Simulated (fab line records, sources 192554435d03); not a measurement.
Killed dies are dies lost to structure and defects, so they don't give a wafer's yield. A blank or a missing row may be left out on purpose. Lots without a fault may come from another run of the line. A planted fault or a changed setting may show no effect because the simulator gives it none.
Chamber matching | flow n5_finfet | N5_PMOS_HMC_CHANNEL_EPI_DESCUM_14 on rie_diel-02: 4 sister chambers
The step chemistry O2, time 7.9 s. 16 wafers are shown with their chamber, then 8 later ones without.

WAFERS WITH THEIR CHAMBER
wafer  | chamber | showerhead_plenum_p_Torr (Torr) | throttle_valve_pct (%) | drypump_motor_current_A (A)
L076.1 | 1       | 2.04                            | 20.74                  | 6.0
L076.4 | 3       | 2.08                            | 20.13                  | 5.8
L076.6 | 2       | 2.20                            | 20.56                  | 6.3
L077.2 | 1       | 2.04                            | 20.73                  | 6.0
L077.5 | 0       | 2.09                            | 20.57                  | 5.8
L077.6 | 1       | 2.04                            | 20.75                  | 6.0
L078.1 | 0       | 2.09                            | 20.56                  | 5.8
L078.2 | 1       | 2.04                            | 20.74                  | 6.0
L078.4 | 3       | 2.07                            | 20.13                  | 5.8
L082.1 | 1       | 2.04                            | 20.77                  | 6.0
L082.3 | 0       | 2.09                            | 20.58                  | 5.8
L082.6 | 0       | 2.09                            | 20.57                  | 5.7
L085.1 | 2       | 2.19                            | 20.57                  | 6.3
L085.4 | 3       | 2.07                            | 20.14                  | 5.9
L085.5 | 0       | 2.09                            | 20.58                  | 5.8
L086.2 | 3       | 2.07                            | 20.16                  | 5.8

SIGNATURES (means of the wafers above)
reading                  | chamber 0 | chamber 1 | chamber 2 | chamber 3 | scatter within a chamber
showerhead_plenum_p_Torr | 2.0900    | 2.0400    | 2.1950    | 2.0725    | 0.00323
throttle_valve_pct       | 20.5720   | 20.7460   | 20.5650   | 20.1400   | 0.0124
drypump_motor_current_A  | 5.780     | 6.000     | 6.300     | 5.825     | 0.0359
Rule: a wafer's distance from a chamber is the root of the sum, over the readings, of the square of ((its reading less the chamber's mean) divided by the reading's scatter). The wafer belongs to the nearest chamber; if the next one is less than 2 further off, it can't be placed. The scatter: the root of (the sum of the squares of (reading less its chamber's mean) over the shown wafers, divided by (wafers less chambers)).

WAFERS WITHOUT THEIR CHAMBER
wafer  | showerhead_plenum_p_Torr (Torr) | throttle_valve_pct (%) | drypump_motor_current_A (A)
L086.4 | 2.09                            | 20.58                  | 5.8
L086.6 | 2.03                            | 20.76                  | 6.0
L093.4 | 2.08                            | 20.61                  | 5.8
L093.5 | 2.03                            | 20.80                  | 6.0
L093.6 | 2.08                            | 20.58                  | 5.8
L097.1 | 2.08                            | 20.60                  | 5.8
L097.3 | 2.18                            | 20.60                  | 6.3
L097.5 | 2.18                            | 20.58                  | 6.2

WHICH CHAMBER EACH WENT THROUGH
wafer  | from the rows above | in truth
L086.4 | 0                   | 0
L086.6 | 1                   | 1
L093.4 | 0                   | 0
L093.5 | 1                   | 1
L093.6 | 0                   | 0
L097.1 | 0                   | 0
L097.3 | 2                   | 2
L097.5 | 2                   | 2
Placed correctly: 8 of 8. Can't be placed from these rows: 0. Placed wrongly: 0.
